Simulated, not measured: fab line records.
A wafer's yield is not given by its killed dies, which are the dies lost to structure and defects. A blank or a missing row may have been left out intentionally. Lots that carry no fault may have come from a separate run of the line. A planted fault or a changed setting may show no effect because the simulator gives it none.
Which tool was responsible? ; flow nand-harc ; 11 lots with 33 wafers sampled at 6 steps, on a route of 1159 steps

## WHAT THE GAUGES READ, wafer by wafer
NHARC_P_M2_CD_MEAS_09: the cd target is 170 nm. Usual: 170.4 nm for cd-nm, sd 0.67.
lot;measured;on;cd-nm (nm);flag
L146;day 5 20:01;cd-sem-03;170.2 170.5 170.1;
L149;day 6 18:21;cd-sem-03;170.8 170.6 170.5;
L150;day 7 05:22;cd-sem-03;170.9 171.2 171.5;
L152;day 7 18:08;cd-sem-01;170.3 169.2 169.0;
L155;day 8 21:50;cd-sem-02;174.1 174.5 172.6;OFF
L161;day 10 10:18;cd-sem-02;169.9 169.7 170.8;
L164;day 10 14:13;cd-sem-03;170.6 171.9 171.2;
L165;day 11 01:23;cd-sem-01;170.7 169.9 170.2;
L167;day 11 02:05;cd-sem-01;170.6 170.3 168.8;
L168;day 11 14:13;cd-sem-02;171.0 170.7 171.0;
L169;day 11 17:07;cd-sem-02;170.5 169.9 169.7;

NHARC_END_SORT_01. Usual: defect-limited-yield 95.0 %, standard deviation 1.6; killed-at-array 30, standard deviation 10; killed-at-other 0.5, standard deviation 0.82; killed-at-periphery 2.9, standard deviation 2; killed-dies 34, standard deviation 11; killed-open 3.2, standard deviation 1.8; killed-short 2.0, standard deviation 1.4; sort_bin_2_pct 1.5 %, standard deviation 0.68; sort_bin_3_pct 0.28 %, standard deviation 0.21; sort_bin_4_pct 3.1 %, standard deviation 0.97; sort_bin_6_pct 0.00 %, standard deviation 0.012; sort-n-pass 643, standard deviation 11; sort-rim-yield-pct 94.6 %, standard deviation 2.9; sort-yield-pct 95.0 %, standard deviation 1.6.
lot;measured;on;defect-limited-yield (%);killed-at-array;killed-at-other;killed-at-periphery;killed-dies;killed-open;killed-short;sort_bin_2_pct (%);sort_bin_3_pct (%);sort_bin_4_pct (%);sort_bin_6_pct (%);sort-n-pass;sort-rim-yield-pct (%);sort-yield-pct (%);flag
L149;day 20 03:53;prober-02;95.7 95.1 95.7;27 32 28;0 0 1;2 1 0;29 33 29;1 3 3;1 2 3;0.7 2.2 1.0;0.15 0 0.30;3.4 2.7 3.0;0 0 0;648 644 648;92.5 96.2 97.2;95.7 95.1 95.7;
L155;day 22 12:01;prober-02;93.6 94.2 95.0;40 35 32;0 0 0;3 4 2;43 39 34;8 4 2;1 1 3;2.7 2.1 1.5;0.15 0.30 0.44;3.5 3.4 3.1;0 0 0;634 638 643;95.3 92.5 97.2;93.6 94.2 95.0;
L164;day 23 22:50;prober-01;96.0 97.5 96.2;20 12 21;2 0 0;5 5 5;27 17 26;1 1 4;1 2 4;1.2 0.6 1.0;0.15 0.15 0.30;2.7 1.8 2.5;0 0 0;650 660 651;96.2 95.3 98.1;96.0 97.5 96.2;
L167;day 24 23:18;prober-02;92.3 93.8 92.2;50 41 49;0 0 1;2 1 3;52 42 53;1 1 5;0 2 2;2.7 1.8 3.0;0.30 0.44 0.30;4.7 4.0 4.6;0 0 0;625 635 624;89.6 90.6 93.4;92.3 93.8 92.2;
L168;day 25 15:50;prober-02;94.7 94.1 93.9;33 40 40;0 0 1;3 0 0;36 40 41;3 2 1;2 2 2;1.5 1.3 2.1;0.30 0.15 0.44;3.5 4.4 3.5;0 0 0;641 637 636;94.3 96.2 95.3;94.7 94.1 93.9;
L169;day 25 06:50;prober-01;96.9 96.2 97.6;18 21 13;0 0 1;3 5 2;21 26 16;4 5 3;4 2 1;1.2 1.2 0.9;0.30 0.30 0.15;1.6 2.4 1.3;0 0 0;656 651 661;97.2 99.1 99.1;96.9 96.2 97.6;

## EACH LOT AND THE TOOL THAT RAN IT (in order: tool; ch and the chambers of the sampled wafers; start)
lot;NHARC_P_M1_DEGAS_29;NHARC_P_M1_PVD_20;NHARC_P_M2_EXPOSE_06;NHARC_P_M2_DESCUM_14
L146;pvd-sputter-02, day 5 17:13;pvd-sputter-02, day 5 19:53 or earlier;arfi-scanner-01 ch 0, day 5 19:53;rie-diel-06 ch 0,3, day 5 20:13
L149;pvd-sputter-02, day 6 15:05;pvd-sputter-02, day 6 18:13 or earlier;arfi-scanner-01 ch 0, day 6 18:13;rie-diel-07 ch 0,2,3, day 6 18:33
L150;pvd-sputter-01, day 7 02:10;pvd-sputter-01, day 7 05:13 or earlier;arfi-scanner-03 ch 0, day 7 05:13;rie-diel-06 ch 1,2, day 7 05:32
L152;pvd-sputter-03, day 7 14:45;pvd-sputter-03, day 7 17:59 or earlier;arfi-scanner-01 ch 0, day 7 17:59;rie-diel-06 ch 1,2,3, day 7 18:19
L155;pvd-sputter-02, day 8 19:01;pvd-sputter-02, day 8 21:41 or earlier;arfi-scanner-01 ch 0, day 8 21:41;rie-diel-07 ch 0,2, day 8 22:01
L161;pvd-sputter-01, day 10 07:11;pvd-sputter-01, day 10 10:10 or earlier;arfi-scanner-02 ch 0, day 10 10:10;rie-diel-06 ch 1,2, day 10 10:29
L164;pvd-sputter-03, day 10 11:12;pvd-sputter-03, day 10 14:05 or earlier;arfi-scanner-02 ch 0, day 10 14:05;rie-diel-06 ch 0,1,3, day 10 14:26
L165;pvd-sputter-03, day 10 22:35;pvd-sputter-03, day 11 01:14 or earlier;arfi-scanner-02 ch 0, day 11 01:14;rie-diel-07 ch 2,3, day 11 01:34
L167;pvd-sputter-02, day 10 23:14;pvd-sputter-02, day 11 01:56 or earlier;arfi-scanner-02 ch 0, day 11 01:56;rie-diel-10 ch 0,1,3, day 11 02:16
L168;pvd-sputter-02, day 11 10:56;pvd-sputter-02, day 11 14:05 or earlier;arfi-scanner-02 ch 0, day 11 14:05;rie-diel-10 ch 0,3, day 11 14:24
L169;pvd-sputter-03, day 11 14:05;pvd-sputter-02, day 11 16:59 or earlier;arfi-scanner-03 ch 0, day 11 16:59;rie-diel-06 ch 0,1,3, day 11 17:19
- NHARC_P_M1_DEGAS_29: time 60 s.
- NHARC_P_M1_PVD_20: deposits TaN, target thk 5 nm, time 8.06 s.
- NHARC_P_M2_EXPOSE_06: exposes mask P M2, target cd 170 nm.
- NHARC_P_M2_DESCUM_14: chemistry O2, time 3 s.

## AS READ BY THE TOOLS THEMSELVES (means over the sampled wafers that have a number; for cases with no such wafer, the mark the record gives instead)
NHARC_P_M1_DEGAS_29. Usual: 337 W for heater-power-w, sd 29.
lot;tool;heater-power-w (W);flag
L146;pvd-sputter-02;321;
L149;pvd-sputter-02;318;
L150;pvd-sputter-01;316;
L152;pvd-sputter-03;324;
L155;pvd-sputter-02;315;
L161;pvd-sputter-01;311;
L164;pvd-sputter-03;358;
L165;pvd-sputter-03;365;
L167;pvd-sputter-02;327;
L168;pvd-sputter-02;330;
L169;pvd-sputter-03;362;

NHARC_P_M1_PVD_20. Usual: bias-v 168.6 V, standard deviation 1.6; cathode-dc-power-W 15000 W, standard deviation 3.1; throttle-valve-pct 29.6 %, standard deviation 1.4.
lot;tool;bias-v (V);cathode-dc-power-W (W);throttle-valve-pct (%);flag
L146;pvd-sputter-02;169.2;15001;30.7;
L149;pvd-sputter-02;168.6;15001;28.3;
L150;pvd-sputter-01;167.7;15003;28.5;
L152;pvd-sputter-03;168.8;14999;29.3;
L155;pvd-sputter-02;168.1;14999;29.1;
L161;pvd-sputter-01;169.1;14999;29.1;
L164;pvd-sputter-03;169.6;14999;30.5;
L165;pvd-sputter-03;168.2;14997;30.3;
L167;pvd-sputter-02;168.4;15001;29.8;
L168;pvd-sputter-02;166.9;15002;30.1;
L169;pvd-sputter-02;169.6;14998;30.4;

NHARC_P_M2_EXPOSE_06. Usual: 80.77 for exposure-dose-mJ-cm2, sd 0.089.
lot;tool;exposure-dose-mJ-cm2;flag
L146;arfi-scanner-01;80.68;
L149;arfi-scanner-01;80.79;
L150;arfi-scanner-03;80.77;
L152;arfi-scanner-01;80.84;
L155;arfi-scanner-01;79.14;OFF
L161;arfi-scanner-02;80.74;
L164;arfi-scanner-02;80.88;
L165;arfi-scanner-02;80.77;
L167;arfi-scanner-02;80.71;
L168;arfi-scanner-02;80.80;
L169;arfi-scanner-03;80.76;

NHARC_P_M2_DESCUM_14. Usual: drypump-motor-current-A 5.6 A, standard deviation 0.45; o2-flow-sccm 199.9 sccm, standard deviation 0.66; oes-product-au 0.998 a.u., standard deviation 0.012; rf-vpp-V 58.0 V, standard deviation 0.91; showerhead-plenum-p-Torr 1.97 Torr, standard deviation 0.067; throttle-valve-pct 11.311 %, standard deviation 0.0084.
lot;tool;drypump-motor-current-A (A);o2-flow-sccm (sccm);oes-product-au (a.u.);rf-vpp-V (V);showerhead-plenum-p-Torr (Torr);throttle-valve-pct (%);flag
L146;rie-diel-06;5.7;200.1;1.001;56.7;1.95;11.313;
L149;rie-diel-07;5.9;199.8;0.996;57.6;1.92;11.317;
L150;rie-diel-06;5.4;199.5;1.002;58.3;2.03;11.313;
L152;rie-diel-06;5.6;200.1;1.000;57.8;1.99;11.310;
L155;rie-diel-07;6.0;199.5;0.979;57.5;1.94;11.313;
L161;rie-diel-06;5.3;200.2;0.999;58.7;2.00;11.309;
L164;rie-diel-06;5.4;200.0;0.999;57.2;1.95;11.308;
L165;rie-diel-07;5.7;199.2;0.990;57.9;1.85;11.306;
L167;rie-diel-10;5.6;200.1;0.984;58.3;1.97;11.306;
L168;rie-diel-10;5.4;200.0;0.995;58.8;2.01;11.318;
L169;rie-diel-06;5.4;200.2;1.002;57.7;1.95;11.301;

## THE ANSWER, worked out from the rows above alone
Rule: take the mean of a lot's wafers that have a number; if it is more than 3 standard deviations from the usual mean, the lot is off. Also off: a lot with no number at a reading for which 4 or more lots have one. All remaining lots with rows at the step are treated as sound. After the gauges, taken in route order, come the tools' own readings; for these a lot's mean is taken, as printed above. The first step at which some lot is off is used, and at that step the reading that is off furthest; a lot without a number counts as furthest.
Off: L155 (NHARC_P_M2_CD_MEAS_09, cd-nm).
A tool fits if, at a process step before that reading, it ran every lot that is off, and no sound lot after the first of them. The gauges at NHARC_P_M2_CD_MEAS_09 aren't tried: what is off there is off at NHARC_P_M2_EXPOSE_06 too, on other tools, and a gauge's error can't cause that. Because NHARC_P_M1_PVD_20 lacks a start for some lots, the hours and order of its lots are taken from NHARC_P_M2_EXPOSE_06. One fits: NHARC_P_M2_EXPOSE_06 on arfi-scanner-01. A fault onset in the window from L152 (day 7 17:59, its last sound lot) to L155 (day 8 21:41, its first lot off) fits.
On the lots that are off, the tool's own readings at NHARC_P_M2_EXPOSE_06 differ by more than 5 times the standard deviation of the sound lots' means, which bears it out; exposure-dose-mJ-cm2 reads 79.14 there versus 80.77 on the sound lots.

## WHAT HAD BEEN PUT IN BY THE SIMULATOR
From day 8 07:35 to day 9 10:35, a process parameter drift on arfi-scanner-01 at NHARC_P_M2_EXPOSE_06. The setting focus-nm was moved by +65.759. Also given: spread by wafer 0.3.
Shown lots that were struck: L155. Same finding as the rule above.
